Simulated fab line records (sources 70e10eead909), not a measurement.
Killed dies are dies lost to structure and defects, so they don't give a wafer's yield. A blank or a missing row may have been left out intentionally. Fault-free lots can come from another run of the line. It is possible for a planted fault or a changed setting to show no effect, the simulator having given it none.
Matching of chambers / flow nandHarc / rieDiel-03 running NHARC_A_M0_ETCH_15: 4 sister chambers
The step etches the open film in C4F8/Ar, target depth 150 nm, overetch 15 nm, time 82.5 s. 8 wafers are shown with their chamber, then 8 later ones without.

WAFERS WITH THEIR CHAMBER
wafer=L404.1; chamber=0; runLengthS (s)=104.5; rfVppV (V)=443.2
wafer=L407.1; chamber=2; runLengthS (s)=104.2; rfVppV (V)=439.1
wafer=L409.1; chamber=2; runLengthS (s)=103.9; rfVppV (V)=440.7
wafer=L409.3; chamber=3; runLengthS (s)=103.7; rfVppV (V)=442.2
wafer=L409.6; chamber=1; runLengthS (s)=103.8; rfVppV (V)=443.2
wafer=L410.2; chamber=3; runLengthS (s)=103.8; rfVppV (V)=442.1
wafer=L410.3; chamber=0; runLengthS (s)=104.2; rfVppV (V)=444.5
wafer=L410.4; chamber=1; runLengthS (s)=103.7; rfVppV (V)=442.2

WAFERS MISSING THEIR CHAMBER
wafer=L411.1; runLengthS (s)=103.9; rfVppV (V)=438.9
wafer=L411.2; runLengthS (s)=104.1; rfVppV (V)=443.1
wafer=L411.6; runLengthS (s)=104.6; rfVppV (V)=441.1
wafer=L413.4; runLengthS (s)=103.7; rfVppV (V)=441.3
wafer=L413.5; runLengthS (s)=103.7; rfVppV (V)=442.2
wafer=L413.6; runLengthS (s)=104.2; rfVppV (V)=443.7
wafer=L419.3; runLengthS (s)=104.1; rfVppV (V)=440.8
wafer=L419.4; runLengthS (s)=103.6; rfVppV (V)=441.2

WHICH CHAMBER EACH ONE RAN IN
wafer=L411.1; from the rows above=2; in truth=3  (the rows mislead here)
wafer=L411.2; from the rows above=can't be placed: 0 or 1 or 3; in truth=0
wafer=L411.6; from the rows above=can't be placed: 0 or 2 or 3 or 1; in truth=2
wafer=L413.4; from the rows above=can't be placed: 3 or 1 or 2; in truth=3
wafer=L413.5; from the rows above=can't be placed: 3 or 1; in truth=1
wafer=L413.6; from the rows above=0; in truth=0
wafer=L419.3; from the rows above=can't be placed: 2 or 3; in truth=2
wafer=L419.4; from the rows above=can't be placed: 3 or 1 or 2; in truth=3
1 of 8 placed correctly. From these rows, 6 cannot be placed; in 6 the true chamber is one of the candidates. Wrongly placed: 1.
How it was worked out, from the rows above alone: a wafer's distance from a chamber is the root of the sum, over the readings, of the square of ((its reading less the chamber's mean) divided by the reading's scatter). The wafer belongs to the nearest chamber; if the next one is less than 2 further off, it can't be placed. The mean given for a chamber averages the wafers shown for that chamber. The scatter is the square root of a quotient: the sum, over the shown wafers, of each reading's squared deviation from its chamber's mean, divided by wafers minus chambers.
